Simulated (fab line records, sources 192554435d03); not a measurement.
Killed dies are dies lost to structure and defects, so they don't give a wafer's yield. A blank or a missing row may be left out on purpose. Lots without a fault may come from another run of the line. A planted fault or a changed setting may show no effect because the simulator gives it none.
Chamber matching | flow n5_finfet | N5_BEOL_M11_ETCH_61 on rie_diel-05: 4 sister chambers
The step etches SiARC in CF4, target depth 39 nm, time 65 s. 14 wafers are shown with their chamber, then 7 later ones without.

WAFERS WITH THEIR CHAMBER
wafer  | chamber | drypump_motor_current_A (A) | showerhead_plenum_p_Torr (Torr) | throttle_valve_pct (%)
L074.1 | 2       | 5.4                         | 2.20                            | 15.73
L074.4 | 3       | 5.9                         | 2.22                            | 15.81
L074.6 | 1       | 6.3                         | 2.18                            | 15.10
L080.1 | 3       | 5.9                         | 2.21                            | 15.85
L080.5 | 0       | 5.4                         | 2.06                            | 15.73
L080.6 | 3       | 5.9                         | 2.21                            | 15.83
L086.1 | 3       | 5.9                         | 2.21                            | 15.87
L086.4 | 1       | 6.2                         | 2.17                            | 15.14
L086.5 | 2       | 5.4                         | 2.19                            | 15.76
L089.1 | 0       | 5.4                         | 2.06                            | 15.76
L089.4 | 2       | 5.4                         | 2.19                            | 15.79
L089.5 | 3       | 5.9                         | 2.21                            | 15.87
L093.1 | 0       | 5.3                         | 2.05                            | 15.76
L093.2 | 2       | 5.4                         | 2.19                            | 15.81

SIGNATURES (means of the wafers above)
reading                  | chamber 0 | chamber 1 | chamber 2 | chamber 3 | scatter within a chamber
drypump_motor_current_A  | 5.367     | 6.250     | 5.400     | 5.900     | 0.0342
showerhead_plenum_p_Torr | 2.0567    | 2.1750    | 2.1925    | 2.2120    | 0.00521
throttle_valve_pct       | 15.7500   | 15.1200   | 15.7725   | 15.8460   | 0.0279
Rule: a wafer's distance from a chamber is the root of the sum, over the readings, of the square of ((its reading less the chamber's mean) divided by the reading's scatter). The wafer belongs to the nearest chamber; if the next one is less than 2 further off, it can't be placed. The scatter: the root of (the sum of the squares of (reading less its chamber's mean) over the shown wafers, divided by (wafers less chambers)).

WAFERS WITHOUT THEIR CHAMBER
wafer  | drypump_motor_current_A (A) | showerhead_plenum_p_Torr (Torr) | throttle_valve_pct (%)
L093.4 | 6.2                         | 2.17                            | 15.17
L094.3 | 5.9                         | 2.20                            | 15.87
L094.5 | 6.2                         | 2.17                            | 15.17
L094.6 | 5.4                         | 2.19                            | 15.79
L095.1 | 5.4                         | 2.19                            | 15.81
L095.2 | 5.9                         | 2.20                            | 15.88
L095.3 | 5.4                         | 2.05                            | 15.77

WHICH CHAMBER EACH WENT THROUGH
wafer  | from the rows above | in truth
L093.4 | 1                   | 1
L094.3 | 3                   | 3
L094.5 | 1                   | 1
L094.6 | 2                   | 2
L095.1 | 2                   | 2
L095.2 | 3                   | 3
L095.3 | 0                   | 0
Placed correctly: 7 of 7. Can't be placed from these rows: 0. Placed wrongly: 0.
